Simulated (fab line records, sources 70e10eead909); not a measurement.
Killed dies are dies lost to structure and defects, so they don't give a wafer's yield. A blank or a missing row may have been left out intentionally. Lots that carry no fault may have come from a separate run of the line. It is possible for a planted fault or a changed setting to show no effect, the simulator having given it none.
fab line records	flow nand-harc
[record] lots = 6	wafers = 18	last-day = 34
route steps=1302 shown A_CHANNEL_HOLE_D1@483 A_CHANNEL_FILL_D1@490 END@1302
lots with no fault: from the same line, run without faults
start-h: start of the lot's first displayed wafer, in hours after the record's first day	wait-h: hours since the lot's step before	" identical to the entry in the row above	L1.1+2: several wafers, shown together as one row	- no value, or no start given	* or withheld: withheld	< > ~ a bound
route shown NAME@n: names a module that has steps shown in the file, with the first one's number in the route	usual: the fault-free wafers' mean and standard deviation	same: alike in all rows	chamber/n: place in a boat	sites: each site's reading	_std_site: the values' standard deviation	_edge_site: mean of outer sites minus mean of inner sites	radius-mm: how far each site lies from the wafer's centre	mask NAME#n: copy n	behind: tool/chamber where the wafer was last shaped	hold: what put the lot on hold/how long, in hours/how the hold closed	device: names the non-switching transistor (n, p or np)	end of line: the tests these same wafers got at the end of their route	a step given without rows: its recipe and nothing more	killed: at the first sort, the dies lost to defects and structure; wafer yield is something else	map: a wafer's dies, marking killed ones x, the rest . and places with no die _
set.NAME: the setting the step ran with; set.NAME@STEP: the setting that earlier step ran with	model.NAME: the simulator's own value behind a step, which no gauge read
lots at selected steps of the route; one table per step, one row per wafer
services: when a tool's chamber went out of use (start-h, in hours from the record's first day, below 0 if earlier), for how many hours, and the reason
[[steps]]
[step NHARC_A_CHANNEL_HOLE_D1_ETCH_44]
[recipe] target-depth-a = 1400	overetch-a = 140	time-s = 77	ion-energy-ev = 100	cf4-flow-sccm = 80	o2-flow-sccm = 20	ar-flow-sccm = 0	rf-w = 300	bias-w = 100	chemistry = CF4/O2
[usual] chamber-pressure-mTorr = 30.00/0.03	drypump-motor-current-A = 5.9/0.4	oes-product-au = 1.000/0.011	rf-vpp-V = 197.8/1.7	showerhead-plenum-p-Torr = 1.33/0.064	throttle-valve-pct = 13.397/0.0086
lot.wafer	tool	chamber	start-h	wait-h	chamber-pressure-mTorr	drypump-motor-current-A	oes-product-au	rf-hours-counter-h	rf-vpp-V	showerhead-plenum-p-Torr	throttle-valve-pct
L706.3	rie-diel-02	3	296.95	0.1	30.03	5.2	0.990	20	199.0	1.43	13.395
L706.6	"	1	"	"	30.00	5.3	1.007	-	199.5	1.38	13.384
L706.5	"	2	"	"	30.02	5.9	1.020	-	197.3	1.28	13.396
L708.2	rie-diel-11	1	331.96	0.1	29.98	6.2	1.000	2	195.4	1.24	13.395
L708.5	"	1	"	"	30.06	6.2	1.005	-	196.4	1.24	13.398
L708.6	"	2	"	"	29.98	5.6	0.998	-	197.8	1.35	13.399
L709.1	rie-diel-13	2	332.19	0.0	29.95	5.5	0.999	57	201.3	1.42	13.400
L709.2	"	0	"	"	30.00	6.3	0.998	60	195.3	1.25	13.401
L709.6	"	3	"	"	29.97	5.2	1.005	-	197.8	1.39	13.413
L715.4	rie-diel-11	0	396.05	0.1	30.04	6.4	0.990	7	199.1	1.39	13.402
L715.1	"	3	"	"	30.01	5.9	1.010	7	198.1	1.30	13.398
L715.5	"	0	"	"	30.01	6.4	0.981	-	198.7	1.39	13.397
L716.4	rie-diel-02	0	407.13	0.0	29.99	5.6	1.002	1	198.5	1.26	13.398
L716.2	"	2	"	"	29.98	6.0	1.004	1	196.3	1.27	13.401
L716.5	"	1	"	"	30.01	5.3	0.993	-	196.8	1.37	13.393
L717.4	rie-diel-11	3	427.33	0.0	30.02	5.8	0.999	10	196.7	1.30	13.406
L717.3	"	0	"	"	29.96	6.5	0.988	9	199.5	1.39	13.398
L717.1	"	2	"	"	29.97	5.5	0.997	10	198.1	1.35	13.393
[step NHARC_A_CHANNEL_HOLE_D1_STRIP_27]
[recipe] o2-flow-sccm = 500	ar-flow-sccm = 0	bias-w = 0	chemistry = O2
[usual] chamber-pressure-mTorr = 60.00/0.057	drypump-motor-current-A = 5.9/0.41	oes-product-au = 1.000/0.012	rf-vpp-V = 57.7/0.86	showerhead-plenum-p-Torr = 3.52/0.16	throttle-valve-pct = 17.037/0.0099
lot.wafer	tool	chamber	start-h	wait-h	chamber-pressure-mTorr	drypump-motor-current-A	oes-product-au	rf-hours-counter-h	rf-vpp-V	showerhead-plenum-p-Torr	throttle-valve-pct
L706.3	rie-diel-02	1	-	-	60.06	5.3	1.016	16	59.0	3.63	17.034
L706.6	"	3	"	"	60.13	5.3	0.991	-	58.0	3.76	17.030
L706.5	"	0	"	"	60.00	5.6	1.004	-	57.4	3.35	17.045
L708.2	rie-diel-11	3	-	-	60.01	5.9	0.987	2	57.1	3.44	17.037
L708.6	"	3	"	"	60.01	5.9	0.979	-	57.5	3.44	17.018
L708.5	"	0	"	"	59.99	6.5	0.986	-	58.3	3.67	17.047
L709.1	rie-diel-13	0	-	-	60.06	6.3	0.987	60	56.6	3.32	17.048
L709.2	"	2	"	"	59.95	5.5	0.992	57	58.3	3.74	17.039
L709.6	"	0	"	"	59.97	6.3	0.987	-	56.7	3.32	17.039
L715.4	rie-diel-11	0	-	-	59.95	6.5	0.982	7	57.9	3.67	17.034
L715.1	"	1	"	"	60.01	6.2	1.005	8	57.6	3.28	17.042
L715.5	"	1	"	"	59.92	6.2	1.005	-	57.4	3.28	17.039
L716.2	rie-diel-02	3	-	-	60.06	5.3	0.993	1	57.4	3.75	17.034
L716.4	"	0	"	"	60.03	5.6	0.999	1	57.8	3.34	17.039
L716.5	"	2	"	"	59.96	6.0	1.011	-	57.8	3.36	17.034
L717.1	rie-diel-11	1	-	-	60.03	6.2	0.997	10	57.7	3.28	17.029
L717.4	"	3	"	"	59.82	5.9	1.001	10	57.9	3.44	17.023
L717.3	"	0	"	"	60.04	6.5	0.987	9	56.8	3.67	17.055
[step NHARC_A_CHANNEL_HOLE_D1_PRECLEAN_28]
[recipe] time-s = *	temp-c = 50	bath-age-min = 0	chemistry = SC1
[step NHARC_A_CHANNEL_HOLE_D1_SRD_29]
[step NHARC_A_CHANNEL_HOLE_D1_CD_MEAS_30]
[usual] cd-nm = 89.7/2.2
lot.wafer	tool	chamber	start-h	wait-h	cd-nm
L706.3	cd-sem-03	-	297.74	-	93.5
L706.5	"	-	"	"	92.3
L706.6	"	-	"	"	91.1
L708.2	cd-sem-02	-	332.76	-	87.8
L708.5	"	-	"	"	90.6
L708.6	"	-	"	"	89.1
L709.1	cd-sem-02	-	332.98	-	89.7
L709.2	"	-	"	"	90.3
L709.6	"	-	"	"	88.4
L715.1	cd-sem-03	-	396.84	-	85.1
L715.4	"	-	"	"	89.8
L715.5	"	-	"	"	88.1
L716.2	cd-sem-02	-	407.94	-	91.2
L716.4	"	-	"	"	92.2
L716.5	"	-	"	"	91.9
L717.1	cd-sem-03	-	428.13	-	88.8
L717.3	"	-	"	"	89.8
L717.4	"	-	"	"	89.0
[step NHARC_A_CHANNEL_HOLE_D1_XSEM_31]
[recipe] landing-energy-ev = 35000
[usual] bot-cd-nm = 74.4/2.2	bow-nm = 8.6/0.32	tilt-deg = 0.08/0.039
lot.wafer	tool	chamber	start-h	wait-h	bot-cd-nm	bow-nm	tilt-deg
L706.3	xsem-01	0	297.83	0.1	79.0	8.4	0.04
L706.5	"	0	"	"	76.5	8.4	0.03
L706.6	"	0	"	"	74.9	8.4	0.03
L708.2	xsem-02	0	332.86	0.1	72.2	8.7	0.12
L708.5	"	0	"	"	75.5	8.6	0.13
L708.6	"	0	"	"	73.8	8.6	0.12
L709.1	xsem-01	0	333.07	0.1	74.2	8.8	0.05
L709.2	"	0	"	"	75.5	8.7	0.05
L709.6	"	0	"	"	73.3	8.7	0.05
L715.1	xsem-02	0	396.93	0.1	69.9	8.9	0.07
L715.4	"	0	"	"	74.6	8.9	0.07
L715.5	"	0	"	"	73.2	9.0	0.07
L716.2	xsem-02	0	408.03	0.1	75.0	8.8	0.08
L716.4	"	0	"	"	76.4	8.8	0.08
L716.5	"	0	"	"	76.4	8.8	0.08
L717.1	xsem-02	0	428.22	0.1	73.4	8.2	0.07
L717.3	"	0	"	"	73.9	8.2	0.07
L717.4	"	0	"	"	72.9	8.2	0.07
[step NHARC_A_CHANNEL_HOLE_D1_INSPECT_40]
[usual] raw-defect-count = 72/25
lot.wafer	tool	chamber	start-h	wait-h	raw-defect-count
L706.3	defect-inspect-02	-	297.92	-	71
L706.5	"	-	"	"	82
L706.6	"	-	"	"	101
L708.2	defect-inspect-01	-	332.96	-	57
L708.5	"	-	"	"	43
L708.6	"	-	"	"	63
L709.1	defect-inspect-01	-	333.17	-	92
L709.2	"	-	"	"	89
L709.6	"	-	"	"	100
L715.1	defect-inspect-01	-	397.03	-	114
L715.4	"	-	"	"	56
L715.5	"	-	"	"	97
L716.2	defect-inspect-02	-	408.13	-	30
L716.4	"	-	"	"	58
L716.5	"	-	"	"	34
L717.1	defect-inspect-01	-	428.32	-	49
L717.3	"	-	"	"	68
L717.4	"	-	"	"	64
[step NHARC_A_CHANNEL_FILL_D1_PRECLEAN_00]
[recipe] time-s = *	temp-c = 50	bath-age-min = 0	chemistry = SC1
[step NHARC_A_CHANNEL_FILL_D1_SRD_01]
[step NHARC_A_CHANNEL_FILL_D1_ALD_02]
[recipe] target-thk-a = 60	pulse-time-s = 10	ald-cycles = 60	temp-c = 300	material = SiO2
[usual] ald-cycles = 60/0	heater-power-w = 464/39	precursor-pulse-height-rel = 1.000/0.018	susceptor-temp-C = 299.98/0.19
lot.wafer	tool	chamber	start-h	wait-h	ald-cycles	heater-power-w	precursor-pulse-height-rel	susceptor-temp-C
L706.3	ald-hk-01	2	298.13	-	60	405	1.013	299.68
L706.5	"	2	"	"	60	400	0.976	299.65
L706.6	"	3	"	"	60	454	0.993	299.75
L708.2	ald-hk-01	2	333.15	-	60	386	1.016	299.77
L708.6	"	2	"	"	60	387	1.009	300.02
L708.5	"	3	"	"	60	440	1.001	299.90
L709.2	ald-hk-01	2	333.58	-	60	391	0.969	299.68
L709.1	"	1	"	"	60	520	1.005	300.01
L709.6	"	2	"	"	60	382	1.016	300.08
L715.4	ald-hk-02	3	397.29	-	60	528	1.000	299.90
L715.1	"	0	"	"	60	473	0.996	300.02
L715.5	"	3	"	"	60	531	0.977	299.77
L716.2	ald-hk-03	0	408.39	-	60	477	1.024	299.80
L716.4	"	1	"	"	60	500	0.977	300.09
L716.5	"	3	"	"	60	420	0.997	299.65
L717.4	ald-hk-03	3	428.51	-	60	430	0.987	300.27
L717.3	"	0	"	"	60	492	1.005	299.56
L717.1	"	1	"	"	60	491	1.021	299.98
[step NHARC_A_CHANNEL_FILL_D1_ALD_03]
[recipe] target-thk-a = 60	pulse-time-s = 60	ald-cycles = 58	temp-c = 630	pressure-torr = 2	material = SiNx
[usual] ald-cycles = 58/0	precursor-pulse-height-rel = 1.002/0.02	susceptor-temp-C = 630.09/0.29
lot.wafer	tool	chamber	start-h	wait-h	ald-cycles	precursor-pulse-height-rel	susceptor-temp-C
L706.3	ald-sin-batch-02	0	-	-	58	0.996	629.88
L706.5	"	0	"	"	58	1.014	629.96
L706.6	"	0	"	"	58	1.014	630.26
L708.2	ald-sin-batch-02	0	-	-	58	0.992	629.45
L708.5	"	0	"	"	58	1.006	630.41
L708.6	"	0	"	"	58	0.996	629.69
L709.1	ald-sin-batch-02	0	-	-	58	1.006	630.21
L709.2	"	0	"	"	58	1.036	629.91
L709.6	"	0	"	"	58	1.000	630.13
L715.1	ald-sin-batch-01	0	-	-	58	1.005	-
L715.4	"	0	"	"	58	0.995	-
L715.5	"	0	"	"	58	0.993	-
L716.2	ald-sin-batch-01	0	-	-	58	1.026	629.87
L716.4	"	0	"	"	58	0.984	629.84
L716.5	"	0	"	"	58	1.026	629.47
L717.1	ald-sin-batch-02	0	-	-	58	1.000	629.94
L717.3	"	0	"	"	58	1.020	630.13
L717.4	"	0	"	"	58	0.955	630.00
[step NHARC_A_CHANNEL_FILL_D1_ALD_14]
[recipe] target-thk-a = 25	pulse-time-s = 10	ald-cycles = 25	temp-c = 300	material = SiO2
[step NHARC_A_CHANNEL_FILL_D1_ALD_15]
[recipe] target-thk-a = 20	pulse-time-s = 60	ald-cycles = 19	temp-c = 630	pressure-torr = 2	material = SiNx
[usual] ald-cycles = 19/0	precursor-pulse-height-rel = 1.002/0.02	susceptor-temp-C = 630.03/0.27
lot.wafer	tool	chamber	start-h	wait-h	ald-cycles	precursor-pulse-height-rel	susceptor-temp-C
L706.3	ald-sin-batch-01	0	307.31	-	19	1.024	630.21
L706.5	"	0	"	"	19	0.995	629.77
L706.6	"	0	"	"	19	1.001	629.80
L708.2	ald-sin-batch-01	0	343.34	-	25	0.954	630.01
L708.5	"	0	"	"	25	1.037	629.96
L708.6	"	0	"	"	25	0.999	630.22
L709.1	ald-sin-batch-01	0	343.34	-	25	1.014	629.93
L709.2	"	0	"	"	25	1.036	630.06
L709.6	"	0	"	"	25	1.043	629.72
L715.1	ald-sin-batch-02	0	407.32	-	19	1.014	-
L715.4	"	0	"	"	19	0.998	-
L715.5	"	0	"	"	19	0.974	-
L716.2	ald-sin-batch-01	0	418.43	-	19	1.026	630.15
L716.4	"	0	"	"	19	1.008	630.27
L716.5	"	0	"	"	19	1.021	630.20
L717.1	ald-sin-batch-03	0	440.29	-	19	1.005	630.16
L717.3	"	0	"	"	19	1.010	630.14
L717.4	"	0	"	"	19	0.992	630.01
[step NHARC_A_CHANNEL_FILL_D1_ALD_16]
[recipe] target-thk-a = 15	pulse-time-s = 10	ald-cycles = 15	temp-c = 300	material = SiO2
[usual] heater-power-w = 467/39	precursor-pulse-height-rel = 1.000/0.021	susceptor-temp-C = 299.96/0.18
lot.wafer	tool	chamber	start-h	wait-h	heater-power-w	precursor-pulse-height-rel	susceptor-temp-C
L706.3	ald-hk-03	1	309.63	0.3	486	1.025	299.80
L706.5	"	2	"	"	478	1.015	299.99
L706.6	"	3	"	"	431	1.023	300.05
L709.2	ald-hk-03	1	347.52	2.1	488	0.976	299.94
L709.1	"	0	"	"	445	1.036	299.93
L709.6	"	2	"	"	475	0.995	299.62
L708.2	ald-hk-03	3	347.71	2.3	420	0.986	299.82
L708.6	"	2	"	"	475	1.019	300.14
L708.5	"	3	"	"	426	0.991	300.12
L715.1	ald-hk-03	3	409.41	0.1	436	0.981	300.52
L715.4	"	0	"	"	475	0.999	299.93
L715.5	"	2	"	"	474	0.979	299.97
L716.2	ald-hk-01	2	420.51	0.0	391	0.955	300.04
L716.4	"	3	"	"	432	0.989	300.11
L716.5	"	3	"	"	442	0.988	300.12
L717.3	ald-hk-01	1	442.38	0.0	509	0.998	299.60
L717.1	"	2	"	"	397	1.010	299.92
L717.4	"	3	"	"	432	1.028	299.74
[step NHARC_A_CHANNEL_FILL_D1_ANNEAL_17]
[recipe] temp-c = 850	time-s = 1800
[step NHARC_END_SORT_01]
[recipe] temp-c = 25
[usual] killed-at-array = 58/19	killed-at-other = 1.1/1.2	killed-at-periphery = 3.8/2.4	killed-dies = 63/18	killed-open = 3.3/1.8	killed-short = 2.2/1.6
[same] gross-dies = 677
lot.wafer	tool	chamber	start-h	wait-h	killed-at-array	killed-at-other	killed-at-periphery	killed-dies	killed-open	killed-short
L706.3	prober-01	0	670.37	3.1	60	0	0	60	2	2
L706.5	prober-01	0	671.96	3.7	56	0	4	60	4	1
L706.6	prober-01	0	672.75	4.0	64	0	2	66	7	3
L708.2	prober-01	0	697.05	2.8	78	1	2	81	2	2
L708.5	prober-01	0	699.43	3.7	62	4	0	66	3	2
L708.6	prober-01	0	700.22	4.0	60	3	2	65	3	1
L709.1	prober-01	0	704.53	2.5	75	1	4	80	1	2
L709.2	prober-01	0	705.31	2.8	94	1	3	98	5	4
L709.6	prober-01	0	708.45	3.9	71	0	5	76	5	1
L715.1	prober-02	0	771.12	2.5	60	0	3	63	2	1
L715.4	prober-02	0	773.53	3.4	58	0	4	62	5	1
L715.5	prober-02	0	774.33	3.7	61	1	4	66	3	3
L716.2	prober-01	0	771.81	2.8	63	2	3	68	4	2
L716.4	prober-01	0	773.41	3.4	73	2	2	77	6	0
L716.5	prober-01	0	774.21	3.7	80	0	8	88	2	3
L717.1	prober-01	0	802.31	2.5	67	0	3	70	2	3
L717.3	prober-01	0	803.91	3.1	64	0	5	69	4	3
L717.4	prober-01	0	804.71	3.4	87	1	5	93	5	5
// killed by level:class
L706.3 A_SLIT:chamber-film-flake=33 A_CHANNEL_HOLE_D1:chamber-film-flake=10 A_CHANNEL_FILL_D2:chamber-film-flake=5 A_M1:chamber-film-flake=3 A_STAIRCASE:chamber-film-flake=2 A_CONTACT:chamber-film-flake=2 A_SOURCE_PLATE:geometric-particle:short=1 A_ONON_D1:geometric-particle:short=1
L706.5 A_SLIT:chamber-film-flake=36 A_CHANNEL_HOLE_D1:chamber-film-flake=7 P_M2:chamber-film-flake=2 A_CHANNEL_HOLE_D2:chamber-film-flake=2 A_CHANNEL_FILL_D2:chamber-film-flake=2 A_STAIRCASE:chamber-film-flake=2 P_M2:geometric-particle:open=1 A_ONON_D1:geometric-particle:open=1
L706.6 A_SLIT:chamber-film-flake=34 A_CHANNEL_HOLE_D1:chamber-film-flake=6 A_M1:chamber-film-flake=6 A_ONON_D1:geometric-particle:open=4 A_CHANNEL_FILL_D2:chamber-film-flake=4 A_CONTACT:chamber-film-flake=3 P_M2:chamber-film-flake=2 A_SOURCE_PLATE:geometric-particle:open=1
L708.2 A_SLIT:chamber-film-flake=34 A_CHANNEL_HOLE_D2:chamber-film-flake=21 A_CHANNEL_HOLE_D1:chamber-film-flake=6 A_CONTACT:chamber-film-flake=6 A_WL_FILL:chamber-film-flake=3 A_STAIRCASE:chamber-film-flake=2 P_STI:geometric-particle:open=1 A_ONON_D1:geometric-particle:open=1
L708.5 A_SLIT:chamber-film-flake=30 A_CHANNEL_HOLE_D2:chamber-film-flake=11 A_CONTACT:chamber-film-flake=5 A_CHANNEL_HOLE_D1:chamber-film-flake=4 THIN_TSV:chamber-film-flake=4 A_M1:chamber-film-flake=3 A_ONON_D1:geometric-particle:short=1 A_DECK1_JOINT:geometric-particle:short=1
L708.6 A_SLIT:chamber-film-flake=31 A_CHANNEL_HOLE_D2:chamber-film-flake=16 A_CHANNEL_HOLE_D1:chamber-film-flake=3 A_STAIRCASE:chamber-film-flake=3 A_CONTACT:chamber-film-flake=3 THIN_TSV:chamber-film-flake=3 P_M0:geometric-particle:open=1 A_SOURCE_PLATE:geometric-particle:short=1
L709.1 A_CHANNEL_HOLE_D1:chamber-film-flake=33 A_SLIT:chamber-film-flake=29 A_STAIRCASE:chamber-film-flake=4 P_GATE:chamber-film-flake=2 A_M1:chamber-film-flake=2 A_WL_FILL:chamber-film-flake=2 A_CONTACT:chamber-film-flake=2 A_WL_FILL:geometric-particle:short=1
L709.2 A_CHANNEL_HOLE_D1:chamber-film-flake=39 A_SLIT:chamber-film-flake=36 A_WL_FILL:chamber-film-flake=5 A_STAIRCASE:chamber-film-flake=3 P_M1:geometric-particle:open=2 A_CONTACT:chamber-film-flake=2 A_ONON_D1:geometric-particle:short=1 A_DECK1_JOINT:geometric-particle:short=1
L709.6 A_SLIT:chamber-film-flake=35 A_CHANNEL_HOLE_D1:chamber-film-flake=25 A_STAIRCASE:chamber-film-flake=4 A_CONTACT:chamber-film-flake=3 P_M0:geometric-particle:open=2 P_BONDPAD:chamber-film-flake=2 P_CONTACT:geometric-particle:open=1 A_ONON_D2:geometric-particle:open=1
L715.1 A_CHANNEL_HOLE_D2:chamber-film-flake=23 A_CHANNEL_HOLE_D1:chamber-film-flake=15 A_SLIT:chamber-film-flake=10 A_CONTACT:chamber-film-flake=4 A_STAIRCASE:chamber-film-flake=3 P_ZERO_WELL:chamber-film-flake=2 A_DECK1_JOINT:geometric-particle:open=1 A_WL_FILL:geometric-particle:short=1
L716.2 A_SLIT:chamber-film-flake=25 A_CHANNEL_HOLE_D2:chamber-film-flake=23 A_CONTACT:chamber-film-flake=4 A_M1:chamber-film-flake=3 A_STAIRCASE:chamber-film-flake=2 THIN_TSV:chamber-film-flake=2 P_GATE:geometric-particle:open=1 P_CONTACT:geometric-particle:open=1
L716.4 A_SLIT:chamber-film-flake=26 A_CHANNEL_HOLE_D2:chamber-film-flake=24 A_CONTACT:chamber-film-flake=11 A_BLC:geometric-particle:open=3 A_DECK1_JOINT:chamber-film-flake=2 A_M1:chamber-film-flake=2 THIN_TSV:chamber-film-flake=2 A_CHANNEL_FILL_D1:geometric-particle:open=1
L715.4 A_CHANNEL_HOLE_D2:chamber-film-flake=32 A_CHANNEL_HOLE_D1:chamber-film-flake=10 A_SLIT:chamber-film-flake=5 A_ONON_D2:geometric-particle:open=4 A_STAIRCASE:chamber-film-flake=3 P_M1:chamber-film-flake=2 A_DECK1_JOINT:chamber-film-flake=2 P_M2:geometric-particle:open=1
L716.5 A_SLIT:chamber-film-flake=38 A_CHANNEL_HOLE_D2:chamber-film-flake=29 A_CONTACT:chamber-film-flake=6 P_GATE:chamber-film-flake=5 A_WL_FILL:geometric-particle:short=2 P_STI:chamber-film-flake=2 A_M1:chamber-film-flake=2 P_CONTACT:geometric-particle:open=1
L715.5 A_CHANNEL_HOLE_D2:chamber-film-flake=29 A_CHANNEL_HOLE_D1:chamber-film-flake=16 A_SLIT:chamber-film-flake=6 A_ONON_D1:geometric-particle:short=2 P_GATE:chamber-film-flake=2 A_STAIRCASE:chamber-film-flake=2 A_CONTACT:chamber-film-flake=2 P_M1:geometric-particle:open=1
L717.1 A_CHANNEL_HOLE_D2:chamber-film-flake=29 A_CHANNEL_HOLE_D1:chamber-film-flake=15 A_SLIT:chamber-film-flake=10 A_DECK1_JOINT:chamber-film-flake=3 A_CONTACT:chamber-film-flake=3 P_CONTACT:geometric-particle:open=1 A_CHANNEL_FILL_D1:geometric-particle:open=1 A_CHANNEL_FILL_D2:geometric-particle:short=1
L717.3 A_CHANNEL_HOLE_D2:chamber-film-flake=29 A_CHANNEL_HOLE_D1:chamber-film-flake=14 A_SLIT:chamber-film-flake=7 A_DECK1_JOINT:chamber-film-flake=3 A_CONTACT:chamber-film-flake=3 P_STI:chamber-film-flake=2 A_STAIRCASE:chamber-film-flake=2 P_GATE:geometric-particle:open=1
L717.4 A_CHANNEL_HOLE_D2:chamber-film-flake=39 A_CHANNEL_HOLE_D1:chamber-film-flake=26 A_SLIT:chamber-film-flake=9 A_M0:geometric-particle:open=2 P_GATE:chamber-film-flake=2 P_CONTACT:geometric-particle:open=1 A_CHANNEL_FILL_D1:chamber-film-flake=1 A_CHANNEL_HOLE_D1:geometric-particle:short=1
[[services]]
tool	chamber	start-h	hours	kind
rie-diel-11	-	280.21	37.0	repair
ald-hk-01	-	302.27	10.0	pm
rie-diel-13	1	306.29	4.5	repair
ald-sin-batch-01	-	336.11	1.8	repair
rie-diel-11	0	337.00	-	clean
rie-diel-11	1	337.00	-	clean
rie-diel-11	2	337.00	-	clean
rie-diel-11	3	337.00	-	clean
rie-diel-13	-	342.01	9.0	pm
ald-hk-02	-	350.24	10.0	pm
rie-diel-02	3	351.81	12.9	repair
rie-diel-11	0	361.50	-	clean
rie-diel-11	1	361.50	-	clean
rie-diel-11	2	361.50	-	clean
rie-diel-11	3	361.50	-	clean
xsem-01	-	374.00	14.0	pm
rie-diel-13	1	378.30	5.1	repair
rie-diel-11	1	381.04	3.3	repair
rie-diel-11	0	386.00	-	clean
ald-hk-03	-	390.00	10.0	pm
rie-diel-13	3	391.08	21.6	repair
rie-diel-02	-	393.92	9.0	pm
rie-diel-11	0	412.47	9.1	repair
rie-diel-11	-	432.50	9.0	pm
[[key]]
[first-sign] step = NHARC_A_CHANNEL_FILL_D1_ALD_15	reading = ald-cycles	direction = up	sigmas = 99+	usual = 19	struck = 25
effect none on later readings
met-at NHARC_A_CHANNEL_FILL_D1_ALD_15,NHARC_A_CHANNEL_FILL_D1_ALD_16
struck-wafers L708.2,L708.5,L708.6,L709.1,L709.2,L709.6
tester-left-out L708,L709
onset-between 309.63 343.34
[fault] kind = process-parameter-drift	tool = ald-sin-batch-01	chamber = -	onset-h = 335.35	steps = NHARC_A_CHANNEL_FILL_D1_ALD_15	channel = ald-cycles	offset = 6	shape = step	end-h = 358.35	acts-in = these-recipes-only	stated = 19
[fault] kind = process-parameter-drift	tool = ald-hk-03	chamber = 1	onset-h = 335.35	steps = NHARC_A_CHANNEL_FILL_D1_ALD_16	channel = ald-cycles	offset = -6	shape = step	end-h = 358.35	acts-in = these-recipes-only	stated = 15
// tester-left-out: of these lots the tester's yield and bins aren't shown, on N5 and GAA mostly nor the transistor test; their killed dies are dies lost to structure and defects alone, not to doping, threshold or leakage, so they don't give the yield
